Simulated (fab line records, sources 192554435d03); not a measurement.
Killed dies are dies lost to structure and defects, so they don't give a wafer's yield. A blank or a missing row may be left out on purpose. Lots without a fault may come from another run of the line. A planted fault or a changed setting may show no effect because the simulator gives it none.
Split-lot experiment | flow n5_finfet | 7 lots, 21 wafers read, on a route of 1938 steps

THE SPLIT
At N5_BEOL_M4_ETCH_70 (etches SOC in N2/H2, target depth 80 nm, overetch 24 nm, time 130 s), the setting bias_w was moved away from the recipe's 150 W on 6 of the 21 wafers read, by -12.9% to +17.5%. The other wafers ran this setting at the recipe's value.

The reading is taken at the split's own step.

THE READING
rf_vpp_V, in V, at N5_BEOL_M4_ETCH_70 (etches SOC in N2/H2, target depth 80 nm, overetch 24 nm, time 130 s). Fault-free wafers of this fab line usually give 523.7 V, standard deviation 2.1 V.

wafer  | tool, chamber at the split | bias_w as run, W | against the recipe | rf_vpp_V, V | against lot-mates on the recipe
L075.2 | rie_diel-02, 3             | 176.3            | +17.5%             | 583.5       | +59.0
L075.3 | rie_diel-02, 1             | 150              | recipe             | 522.2       | -
L075.6 | rie_diel-02, 3             | 150              | recipe             | 526.7       | -
L083.1 | rie_diel-02, 1             | 150              | recipe             | 520.5       | -
L083.4 | rie_diel-02, 0             | 150              | recipe             | 523.7       | -
L083.5 | rie_diel-02, 1             | 167.2            | +11.5%             | 560.2       | +38.1
L087.2 | rie_diel-02, 1             | 150              | recipe             | 523.2       | -
L087.3 | rie_diel-02, 0             | 150              | recipe             | 523.9       | -
L087.6 | rie_diel-02, 0             | 172.4            | +14.9%             | 569.7       | +46.2
L086.3 | rie_diel-06, 2             | 131.2            | -12.5%             | 479.4       | -44.7
L086.5 | rie_diel-06, 0             | 131.2            | -12.5%             | 480.4       | -43.7
L086.6 | rie_diel-06, 3             | 150              | recipe             | 524.1       | -
L091.2 | rie_diel-02, 0             | 130.7            | -12.9%             | 478.8       | -44.9
L091.3 | rie_diel-02, 3             | 150              | recipe             | 526.1       | -
L091.5 | rie_diel-02, 1             | 150              | recipe             | 521.3       | -
L093.2 | rie_diel-03, 2             | 150              | recipe             | 524.4       | -
L093.5 | rie_diel-03, 0             | 150              | recipe             | 527.2       | -
L093.6 | rie_diel-03, 1             | 150              | recipe             | 524.3       | -
L095.2 | rie_diel-06, 2             | 150              | recipe             | 521.1       | -
L095.3 | rie_diel-06, 1             | 150              | recipe             | 520.5       | -
L095.6 | rie_diel-06, 3             | 150              | recipe             | 523.3       | -

THE FIT
A straight line over all 21 wafers: rf_vpp_V changes by +3.36 V for each +1% of bias_w; r = +1.00; the points scatter about the line by 2.1 V.
The same after taking each lot's own level away (the mean of its wafers on the recipe; 21 wafers): +3.37 V for each +1%; r = +1.00; scatter 1.8 V.
On that fit, the largest move of bias_w shifts the reading by 59 V.
The lots' own levels span 521.63 to 525.30 V, that is 1.7 times the standard deviation above.
So the lot-to-lot level changes the slope little: the two slopes agree.
Check: with one of the wafers moved furthest among these (+17.5%) left out of the fit, the line predicts +58.5 V for it against its lot-mates. It came out at +59 V against them.
Tool readings at the split's step, against how far the setting was moved: rf_vpp_V r = +1.00.

OTHER SPLITS ON THESE WAFERS
These wafers also went through other splits before the reading. Each is held against what the fit with the lots' levels taken away leaves over:
other split on the same wafers | wafers away from the commonest value | r with rf_vpp_V (lot level and that fit taken away)
N5_BEOL_M2_DESCUM_33 time_s    | 8                                    | -0.15
N5_BEOL_M2_ALD_98 ald_cycles   | 9                                    | -0.20
N5_BEOL_M3_COAT_67 spin_rpm    | 7                                    | -0.11
N5_BEOL_M3_EXPOSE_25 dose_mj   | 11                                   | -0.09
N5_BEOL_M4_EXPOSE_25 dose_mj   | 7                                    | -0.08
N5_BEOL_M4_DESCUM_33 time_s    | 2                                    | -0.42

THE WHOLE CHAIN: every reading that the file lists as answering this split, in the file's order
step               | what it does                                                        | reading                                                                          | change (the file's fit)                | r (the file's)
N5_BEOL_M4_ETCH_70 | etches SOC in N2/H2, target depth 80 nm, overetch 24 nm, time 130 s | rf_vpp_V                                                                         | +3.35 V for each +1% of the setting    | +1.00
N5_BEOL_M4_ETCH_70 | etches SOC in N2/H2, target depth 80 nm, overetch 24 nm, time 130 s | SiARC_of_BEOL_M4_COAT_68.thk_nm (the simulator's own value, which no gauge read) | -0.0832 nm for each +1% of the setting | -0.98

THE FILE'S OWN FIT
rf_vpp_V changes by +3.35 V for each +1% of bias_w, r = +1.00.
